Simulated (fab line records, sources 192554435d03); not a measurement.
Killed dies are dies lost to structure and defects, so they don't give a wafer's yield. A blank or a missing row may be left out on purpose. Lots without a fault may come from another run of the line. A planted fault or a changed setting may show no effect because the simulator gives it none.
Problem report in the 8D (eight disciplines) form, filled by code | flow n5_finfet | the parts of the form that need people (team, actions taken, sign-off) are left out

1. THE PROBLEM
run_length_s at N5_BEOL_M1_VIA_ETCH_34 reads a mean of 91.6 s on 4 wafers of 3 lots; wafers without a fault read 87.5 s with a standard deviation of 0.39. That is +11 standard deviations from the usual mean.
The step: etches the open film in C4F6/O2, target depth 67.8 nm, time 64.4 s.
First seen on wafer L472.5, day 7 17:28, on rie_diel-02. The record holds 14 wafers of 5 lots with a number at this step. Rule for "out", or "out of limits": more than 4 standard deviations from the usual mean. The other wafers with a number count as sound.

2. WHAT IT IS AND WHAT IT IS NOT
question                    | is                             | is not
which readings at this step | run_length_s                   | drypump_motor_current_A, oes_o_777_au, oes_product_au, rf_fwd_power_W, rf_vpp_V, showerhead_plenum_p_Torr, throttle_valve_pct
which lots                  | L471, L472, L473               | L485, L489
which wafers of those lots  | L471.4, L472.5, L473.4, L473.5 | L471.1, L471.6, L472.2, L472.6
read on which tools         | rie_diel-02                    | rie_diel-01
when                        | from day 7 17:28               | up to then (2 sound wafers); but 8 sound wafers of L471, L485, L489 came after

3. SUSPECTS, AND WHAT RULES EACH OUT
Counting: a tool at a process step up to the reading stays a suspect if it ran every lot that is out. Sound lots after the first of them don't rule it out here, since some wafers of a struck lot are sound.
- rie_diel-02 at N5_BEOL_M1_VIA_ETCH_34 (etches the open film in C4F6/O2, target depth 67.8 nm, time 64.4 s): kept. It ran every lot that is out, first L472 (day 7 17:28). Its own readings are out on those wafers: run_length_s.
Left after counting: rie_diel-02 at N5_BEOL_M1_VIA_ETCH_34.

4. THE CAUSE (what the simulator had put in)
Process parameter drift: rie_diel-02, from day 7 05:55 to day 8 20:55, at N5_BEOL_M1_VIA_ETCH_34. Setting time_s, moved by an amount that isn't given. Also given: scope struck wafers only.
Counting left only this tool.

5. THE CHAIN OF EFFECTS, in route order
Each row: a reading whose mean over the struck wafers that have a number lies more than 3 standard deviations from the usual. Only readings for which the record gives a usual standard deviation are gone through. hours: the time from each lot's start at the first step in this table that gives one to its start at this step, as a median over the lots. sigmas: the change in usual standard deviations.
hours | step                   | reading      | usual  | on struck wafers | change | sigmas
0     | N5_BEOL_M1_VIA_ETCH_34 | run_length_s | 87.5 s | 91.6             | +4.1   | +11
The process steps in it:
- N5_BEOL_M1_VIA_ETCH_34: etches the open film in C4F6/O2, target depth 67.8 nm, time 64.4 s.
Later measuring or inspecting steps at which every struck wafer that the step has a row for has a number for every such reading, and none has moved that far: N5_BEOL_M4_RC_MEAS_101.

6. WHAT WOULD HAVE CAUGHT IT SOONER
In this record the first reading out of limits was taken at day 7 17:28, 12 hours after the fault began at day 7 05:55.
